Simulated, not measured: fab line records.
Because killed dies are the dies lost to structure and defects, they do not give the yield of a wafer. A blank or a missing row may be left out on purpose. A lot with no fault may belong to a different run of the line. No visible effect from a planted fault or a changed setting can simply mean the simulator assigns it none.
Chamber matching | flow n5 finfet | 4 sister chambers for N5_SDB_DESCUM_16 on rie diel-03
The step chemistry O2, time 7.9 s. 7 wafers are shown with their chamber, then 7 later ones without.

## EACH WAFER AND ITS CHAMBER
wafer  | chamber | drypump motor current A (A) | throttle valve pct (%)
L074.3 | 3       | 6.6                         | 20.16
L083.6 | 2       | 5.8                         | 20.79
L088.1 | 0       | 5.3                         | 20.56
L088.5 | 1       | 5.7                         | 20.72
L088.6 | 2       | 5.7                         | 20.32
L093.1 | 3       | 6.6                         | 20.21
L093.2 | 1       | 5.7                         | 20.72

## WAFERS WITH NO CHAMBER GIVEN
wafer  | drypump motor current A (A) | throttle valve pct (%)
L093.4 | 5.3                         | 20.58
L095.3 | 6.6                         | 20.22
L095.5 | 5.3                         | 20.59
L095.6 | 6.6                         | 20.22
L097.2 | 5.3                         | 20.59
L097.3 | 6.6                         | 20.23
L097.5 | 6.6                         | 20.22

## THE CHAMBER EACH PASSED THROUGH
wafer  | from the rows above | in truth
L093.4 | 0                   | 0
L095.3 | 3                   | 3
L095.5 | 0                   | 0
L095.6 | 3                   | 3
L097.2 | 0                   | 0
L097.3 | 3                   | 3
L097.5 | 3                   | 3
7 of 7 placed correctly. Not placeable from these rows: 0. Number placed wrongly: 0.
How it was worked out, from the rows above alone: a wafer's distance from a chamber is the root of the sum, over the readings, of the square of ((its reading less the chamber's mean) divided by the reading's scatter). If the next closest chamber is less than 2 further off than the closest, the wafer can't be placed; otherwise it belongs to the closest. A chamber's mean is the mean of its shown wafers. How the scatter is found: for the shown wafers, subtract from each reading the mean of its chamber, square and add these, divide the total by (wafers less chambers), then take the root.
